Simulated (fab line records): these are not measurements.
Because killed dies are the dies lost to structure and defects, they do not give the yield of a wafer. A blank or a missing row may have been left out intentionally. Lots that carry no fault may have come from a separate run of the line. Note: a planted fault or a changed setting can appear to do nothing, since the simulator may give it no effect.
fab line records | flow nand-harc
[record] lots = 7 | wafers = 19 | last-day = 33
route steps=1302 shown A_ONON_D1@426 END@1302
lots untouched by any fault: they come from a run of this same line in which no faults occurred
start-h: the number of hours between the record's first day and the start of the first shown wafer of the lot | wait-h: hours from the lot's prior step to this one | " unchanged from the row above | L1.1+2: one row covering several wafers at once | - no value, or no start given | * or withheld: withheld | < > ~ a bound
route shown NAME@n: NAME is a module with steps in the file, n the number in the route of the first one | usual: mean/standard deviation taken from wafers without a fault | same: alike in all rows | chamber/n: place in a boat | sites: readings site by site | _std_site: standard deviation across them | _edge_site: inner sites' mean taken away from outer sites' mean | radius-mm: for every site, how far away it sits from the centre of the wafer | mask NAME#n: copy n | behind: tool/chamber where the wafer was last shaped | hold: the reason the lot was held/the length of the hold in hours/how it ended | device: the transistor (n, p or np) that didn't switch | end of line: at the end of the route, the tests of the same wafers | for a step that has no rows: nothing shown but its recipe | killed: at the first sort, the dies lost to defects and structure; wafer yield is something else | map: a wafer's dies, x killed, . not, _ none there
set.NAME: the setting the step ran with; set.NAME@STEP: the setting that earlier step ran with | model.NAME: the simulator's own value behind a step, which no gauge read
certain route steps with their lots: each step a table, each wafer a row
services: a tool's chamber out of use, with start hour (start-h, from the record's first day; less than 0 if before it), hours out, and reason
[[steps]]
[step NHARC_A_ONON_D1_DEP_03]
[recipe] target-thk-a = 10000 | n2-flow-sccm = 2750 | n2o-flow-sccm = 2000 | nh3-flow-sccm = 500 | sih4-flow-sccm = 210 | temp-c = 400
[step NHARC_A_ONON_D1_THK_MEAS_05]
[recipe] thk-meas-gauge = ellipsometry
[usual] thk-nm = 1001/8.4
lot.wafer | tool          | chamber | start-h | wait-h | thk-nm
L786.2    | film-metro-01 | -       | 212.73  | -      | 998
L786.4    | "             | -       | "       | "      | 999
L786.6    | "             | -       | "       | "      | 999
L790.1    | film-metro-01 | -       | 247.32  | -      | 1010
L790.4    | "             | -       | "       | "      | 1010
L790.6    | "             | -       | "       | "      | 1010
L796.3    | film-metro-01 | -       | 314.90  | -      | 1000
L796.6    | "             | -       | "       | "      | 999
L798.2    | film-metro-02 | -       | 325.99  | -      | 1013
L798.4    | "             | -       | "       | "      | 1015
L799.3    | film-metro-01 | -       | 342.74  | -      | 1000
L799.4    | "             | -       | "       | "      | 999
L799.6    | "             | -       | "       | "      | 1001
L800.2    | film-metro-02 | -       | 352.53  | -      | 1013
L800.5    | "             | -       | "       | "      | 1013
L800.6    | "             | -       | "       | "      | 1012
L804.4    | film-metro-02 | -       | 389.73  | -      | 999
L804.5    | "             | -       | "       | "      | 998
L804.6    | "             | -       | "       | "      | 996
[step NHARC_A_ONON_D1_DEP_06]
[recipe] target-thk-a = 10000 | n2-flow-sccm = 2750 | n2o-flow-sccm = 2000 | nh3-flow-sccm = 500 | sih4-flow-sccm = 210 | temp-c = 400
[step NHARC_A_ONON_D1_THK_MEAS_08]
[recipe] thk-meas-gauge = ellipsometry
[usual] thk-nm = 999/11
lot.wafer | tool          | chamber | start-h | wait-h | thk-nm
L786.2    | film-metro-01 | -       | 213.30  | -      | 1000
L786.4    | "             | -       | "       | "      | 999
L786.6    | "             | -       | "       | "      | 1000
L790.1    | film-metro-01 | -       | 247.88  | -      | 992
L790.4    | "             | -       | "       | "      | 993
L790.6    | "             | -       | "       | "      | 992
L796.3    | film-metro-01 | -       | 315.47  | -      | 1003
L796.6    | "             | -       | "       | "      | 1003
L798.2    | film-metro-01 | -       | 326.61  | -      | 977
L798.4    | "             | -       | "       | "      | 977
L799.3    | film-metro-01 | -       | 343.31  | -      | 1001
L799.4    | "             | -       | "       | "      | 1001
L799.6    | "             | -       | "       | "      | 1001
L800.2    | film-metro-02 | -       | 353.10  | -      | 994
L800.5    | "             | -       | "       | "      | 996
L800.6    | "             | -       | "       | "      | 996
L804.4    | film-metro-02 | -       | 390.30  | -      | 997
L804.5    | "             | -       | "       | "      | 997
L804.6    | "             | -       | "       | "      | 998
[step NHARC_A_ONON_D1_DEP_09]
[recipe] target-thk-a = 10000 | n2-flow-sccm = 2750 | n2o-flow-sccm = 2000 | nh3-flow-sccm = 500 | sih4-flow-sccm = 210 | temp-c = 400
[step NHARC_A_ONON_D1_THK_MEAS_11]
[recipe] thk-meas-gauge = ellipsometry
[usual] thk-nm = 999/8.2
lot.wafer | tool          | chamber | start-h | wait-h | thk-nm
L786.2    | film-metro-01 | -       | 213.87  | -      | 993
L786.4    | "             | -       | "       | "      | 991
L786.6    | "             | -       | "       | "      | 993
L790.1    | film-metro-01 | -       | 248.45  | -      | 1002
L790.4    | "             | -       | "       | "      | 999
L790.6    | "             | -       | "       | "      | 1002
L796.3    | film-metro-01 | -       | 316.18  | -      | 1011
L796.6    | "             | -       | "       | "      | 1012
L798.2    | film-metro-01 | -       | 327.17  | -      | 996
L798.4    | "             | -       | "       | "      | 1000
L799.3    | film-metro-01 | -       | 343.87  | -      | 1008
L799.4    | "             | -       | "       | "      | 1007
L799.6    | "             | -       | "       | "      | 1011
L800.2    | film-metro-02 | -       | 353.66  | -      | 1015
L800.5    | "             | -       | "       | "      | 1016
L800.6    | "             | -       | "       | "      | 1015
L804.4    | film-metro-01 | -       | 390.89  | -      | 989
L804.5    | "             | -       | "       | "      | 989
L804.6    | "             | -       | "       | "      | 988
[step NHARC_A_ONON_D1_DEP_12]
[recipe] target-thk-a = 10000 | n2-flow-sccm = 2750 | n2o-flow-sccm = 2000 | nh3-flow-sccm = 500 | sih4-flow-sccm = 210 | temp-c = 400
[step NHARC_A_ONON_D1_THK_MEAS_14]
[recipe] thk-meas-gauge = ellipsometry
[usual] thk-nm = 999/11
lot.wafer | tool          | chamber | start-h | wait-h | thk-nm
L786.2    | film-metro-01 | -       | 214.44  | -      | 1016
L786.4    | "             | -       | "       | "      | 1013
L786.6    | "             | -       | "       | "      | 1014
L790.1    | film-metro-02 | -       | 249.02  | -      | 987
L790.4    | "             | -       | "       | "      | 988
L790.6    | "             | -       | "       | "      | 987
L796.3    | film-metro-02 | -       | 316.88  | -      | 998
L796.6    | "             | -       | "       | "      | 997
L798.2    | film-metro-02 | -       | 327.73  | -      | 986
L798.4    | "             | -       | "       | "      | 984
L799.3    | film-metro-01 | -       | 344.44  | -      | 1009
L799.4    | "             | -       | "       | "      | 1012
L799.6    | "             | -       | "       | "      | 1009
L800.2    | film-metro-02 | -       | 354.23  | -      | 995
L800.5    | "             | -       | "       | "      | 995
L800.6    | "             | -       | "       | "      | 995
L804.4    | film-metro-02 | -       | 391.46  | -      | 1000
L804.5    | "             | -       | "       | "      | 1001
L804.6    | "             | -       | "       | "      | 1001
[step NHARC_A_ONON_D1_ANNEAL_15]
[recipe] temp-c = 750 | time-s = 3600
[step NHARC_A_ONON_D1_DEP_16]
[recipe] target-thk-a = 10000 | n2-flow-sccm = 2750 | n2o-flow-sccm = 2000 | nh3-flow-sccm = 500 | sih4-flow-sccm = 210 | temp-c = 400
[step NHARC_A_ONON_D1_THK_MEAS_18]
[recipe] thk-meas-gauge = ellipsometry
[usual] thk-nm = 999/8
lot.wafer | tool          | chamber | start-h | wait-h | thk-nm
L786.2    | film-metro-01 | -       | 222.25  | -      | 1008
L786.4    | "             | -       | "       | "      | 1009
L786.6    | "             | -       | "       | "      | 1007
L790.1    | film-metro-02 | -       | 256.84  | -      | 1007
L790.4    | "             | -       | "       | "      | 1007
L790.6    | "             | -       | "       | "      | 1006
L796.3    | film-metro-01 | -       | 324.65  | -      | 992
L796.6    | "             | -       | "       | "      | 993
L798.2    | film-metro-02 | -       | 335.56  | -      | 1003
L798.4    | "             | -       | "       | "      | 1004
L799.3    | film-metro-01 | -       | 354.43  | -      | 990
L799.4    | "             | -       | "       | "      | 990
L799.6    | "             | -       | "       | "      | 989
L800.2    | film-metro-01 | -       | 361.83  | -      | 994
L800.5    | "             | -       | "       | "      | 993
L800.6    | "             | -       | "       | "      | 994
L804.4    | film-metro-02 | -       | 399.29  | -      | 998
L804.5    | "             | -       | "       | "      | 1000
L804.6    | "             | -       | "       | "      | 999
[step NHARC_A_ONON_D1_DEP_19]
[recipe] target-thk-a = 10000 | n2-flow-sccm = 2750 | n2o-flow-sccm = 2000 | nh3-flow-sccm = 500 | sih4-flow-sccm = 210 | temp-c = 400
lot.wafer  | tool          | chamber | start-h | wait-h
L786.2+4+6 | pecvd-onon-04 | 0       | 222.37  | 0.1
L790.1+4+6 | pecvd-onon-04 | 0       | 256.90  | 0.1
L796.3+6   | pecvd-onon-04 | 0       | 324.82  | 0.2
L798.2+4   | pecvd-onon-04 | 0       | 335.67  | 0.1
L799.3+4+6 | pecvd-onon-04 | 0       | 354.60  | 0.2
L800.2+5+6 | pecvd-onon-01 | 0       | 361.95  | 0.1
L804.4+5+6 | pecvd-onon-03 | 0       | 399.52  | 0.2
[step NHARC_A_ONON_D1_THK_MEAS_21]
[recipe] thk-meas-gauge = ellipsometry
[usual] thk-nm = 996/11
lot.wafer | tool          | chamber | start-h | wait-h | thk-nm
L786.2    | film-metro-01 | -       | 222.82  | -      | 991
L786.4    | "             | -       | "       | "      | 990
L786.6    | "             | -       | "       | "      | 991
L790.1    | film-metro-01 | -       | 257.41  | -      | 1001
L790.4    | "             | -       | "       | "      | 1001
L790.6    | "             | -       | "       | "      | 1000
L796.3    | film-metro-02 | -       | 325.22  | -      | 347
L796.6    | "             | -       | "       | "      | 985
L798.2    | film-metro-01 | -       | 336.13  | -      | 346
L798.4    | "             | -       | "       | "      | 982
L799.3    | film-metro-01 | -       | 355.00  | -      | 375
L799.4    | "             | -       | "       | "      | 1009
L799.6    | "             | -       | "       | "      | 1009
L800.2    | film-metro-02 | -       | 362.41  | -      | 1003
L800.5    | "             | -       | "       | "      | 1002
L800.6    | "             | -       | "       | "      | 1003
L804.4    | film-metro-02 | -       | 399.86  | -      | 991
L804.5    | "             | -       | "       | "      | 993
L804.6    | "             | -       | "       | "      | 992
[step NHARC_A_ONON_D1_DEP_22]
[recipe] target-thk-a = 10000 | n2-flow-sccm = 2750 | n2o-flow-sccm = 2000 | nh3-flow-sccm = 500 | sih4-flow-sccm = 210 | temp-c = 400
[step NHARC_END_SORT_01]
[recipe] temp-c = 25
[usual] killed-at-array = 57/18 | killed-at-other = 0.9/1.3 | killed-at-periphery = 3.5/2.2 | killed-dies = 62/18 | killed-open = 3.0/1.7 | killed-short = 2.3/1.5
[same] gross-dies = 677
lot.wafer | tool      | chamber | start-h | wait-h | killed-at-array | killed-at-other | killed-at-periphery | killed-dies | killed-open | killed-short
L798.2    | prober-01 | 0       | 707.18  | 2.7    | 675             | 0               | 2                   | 677         | 1           | 4
L796.3    | prober-02 | 0       | 708.09  | 3.1    | 670             | 1               | 6                   | 677         | 4           | 3
L799.3    | prober-01 | 0       | 734.67  | 3.1    | 670             | 1               | 6                   | 677         | 3           | 2
// killed by level:class
L798.2 A_ONON_D1:area-dep=615 A_CHANNEL_HOLE_D1:chamber-film-flake=27 A_CHANNEL_HOLE_D2:chamber-film-flake=11 A_CONTACT:chamber-film-flake=10 A_WL_FILL:geometric-particle:short=2 A_SLIT:chamber-film-flake=2 A_DECK1_JOINT:chamber-film-flake=2 A_STAIRCASE:chamber-film-flake=2
L796.3 A_ONON_D1:area-dep=603 A_SLIT:chamber-film-flake=25 A_CHANNEL_HOLE_D2:chamber-film-flake=21 A_STAIRCASE:chamber-film-flake=5 P_GATE:chamber-film-flake=4 A_CHANNEL_FILL_D2:chamber-film-flake=4 A_DECK1_JOINT:chamber-film-flake=3 A_CHANNEL_HOLE_D1:chamber-film-flake=2
L799.3 A_ONON_D1:area-dep=602 A_CHANNEL_HOLE_D2:chamber-film-flake=33 A_CHANNEL_HOLE_D1:chamber-film-flake=14 A_CONTACT:chamber-film-flake=7 A_SLIT:chamber-film-flake=5 P_GATE:chamber-film-flake=3 A_STAIRCASE:chamber-film-flake=3 A_WL_FILL:chamber-film-flake=2
// map L796.3 (x killed, . not)
____________x____________
_________xxxxxxx_________
_______xxxxxxxxxxx_______
______xxxxxxxxxxxxx______
_____xxxxxxxxxxxxxxx_____
____xxxxxxxxxxxxxxxxx____
____xxxxxxxxxxxxxxxxx____
___xxxxxxxxxxxxxxxxxxx___
___xxxxxxxxxxxxxxxxxxx___
__xxxxxxxxxxxxxxxxxxxxx__
__xxxxxxxxxxxxxxxxxxxxx__
_xxxxxxxxxxxxxxxxxxxxxxx_
_xxxxxxxxxxxxxxxxxxxxxxx_
_xxxxxxxxxxxxxxxxxxxxxxx_
_xxxxxxxxxxxxxxxxxxxxxxx_
_xxxxxxxxxxxxxxxxxxxxxxx_
xxxxxxxxxxxxxxxxxxxxxxxxx
xxxxxxxxxxxxxxxxxxxxxxxxx
xxxxxxxxxxxxxxxxxxxxxxxxx
xxxxxxxxxxxxxxxxxxxxxxxxx
xxxxxxxxxxxxxxxxxxxxxxxxx
_xxxxxxxxxxxxxxxxxxxxxxx_
_xxxxxxxxxxxxxxxxxxxxxxx_
_xxxxxxxxxxxxxxxxxxxxxxx_
_xxxxxxxxxxxxxxxxxxxxxxx_
_xxxxxxxxxxxxxxxxxxxxxxx_
__xxxxxxxxxxxxxxxxxxxxx__
__xxxxxxxxxxxxxxxxxxxxx__
___xxxxxxxxxxxxxxxxxxx___
___xxxxxxxxxxxxxxxxxxx___
____xxxxxxxxxxxxxxxxx____
____xxxxxxxxxxxxxxxxx____
_____xxxxxxxxxxxxxxx_____
______xxxxxxxxxxxxx______
_______xxxxxxxxxxx_______
_________xxxxxxx_________
____________x____________
// map L798.2 (x killed, . not)
____________x____________
_________xxxxxxx_________
_______xxxxxxxxxxx_______
______xxxxxxxxxxxxx______
_____xxxxxxxxxxxxxxx_____
____xxxxxxxxxxxxxxxxx____
____xxxxxxxxxxxxxxxxx____
___xxxxxxxxxxxxxxxxxxx___
___xxxxxxxxxxxxxxxxxxx___
__xxxxxxxxxxxxxxxxxxxxx__
__xxxxxxxxxxxxxxxxxxxxx__
_xxxxxxxxxxxxxxxxxxxxxxx_
_xxxxxxxxxxxxxxxxxxxxxxx_
_xxxxxxxxxxxxxxxxxxxxxxx_
_xxxxxxxxxxxxxxxxxxxxxxx_
_xxxxxxxxxxxxxxxxxxxxxxx_
xxxxxxxxxxxxxxxxxxxxxxxxx
xxxxxxxxxxxxxxxxxxxxxxxxx
xxxxxxxxxxxxxxxxxxxxxxxxx
xxxxxxxxxxxxxxxxxxxxxxxxx
xxxxxxxxxxxxxxxxxxxxxxxxx
_xxxxxxxxxxxxxxxxxxxxxxx_
_xxxxxxxxxxxxxxxxxxxxxxx_
_xxxxxxxxxxxxxxxxxxxxxxx_
_xxxxxxxxxxxxxxxxxxxxxxx_
_xxxxxxxxxxxxxxxxxxxxxxx_
__xxxxxxxxxxxxxxxxxxxxx__
__xxxxxxxxxxxxxxxxxxxxx__
___xxxxxxxxxxxxxxxxxxx___
___xxxxxxxxxxxxxxxxxxx___
____xxxxxxxxxxxxxxxxx____
____xxxxxxxxxxxxxxxxx____
_____xxxxxxxxxxxxxxx_____
______xxxxxxxxxxxxx______
_______xxxxxxxxxxx_______
_________xxxxxxx_________
____________x____________
[[services]]
tool          | chamber | start-h | hours | kind
pecvd-onon-03 | -       | 227.00  | 13.0  | pm
pecvd-onon-01 | -       | 269.00  | 13.0  | pm
pecvd-onon-04 | -       | 311.20  | 13.0  | pm
[[key]]
[first-sign] step = NHARC_A_ONON_D1_THK_MEAS_21 | reading = thk-nm | direction = down | sigmas = 59 | usual = 996 | struck = 356
[effect] step = NHARC_END_SORT_01 | reading = killed-dies | direction = up | sigmas = 35 | usual = 62 | struck = 677
[more-kills-born-at] NHARC_A_ONON_D1_DEP_19@pecvd-onon-04 = 1820
met-at NHARC_A_ONON_D1_DEP_19
struck-wafers L796.3,L798.2,L799.3
later-rows-left-out L796.3,L798.2,L799.3
tester-left-out L796,L798,L799
onset-between 256.90 324.82
[fault] kind = process-parameter-drift | tool = pecvd-onon-04 | chamber = - | onset-h = 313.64 | steps = NHARC_A_ONON_D1_DEP_19 | channel = target-thk-a | offset = * | shape = step | end-h = 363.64 | scope = struck-wafers-only | acts-in = * | stated = *
// tester-left-out: of these lots the tester's yield and bins aren't shown, on N5 and GAA mostly nor the transistor test; their killed dies are dies lost to structure and defects alone, not to doping, threshold or leakage, so they don't give the yield
// later-rows-left-out: the simulator's readings of these wafers behind a module that went badly wrong aren't trusted and aren't shown, but for the sort
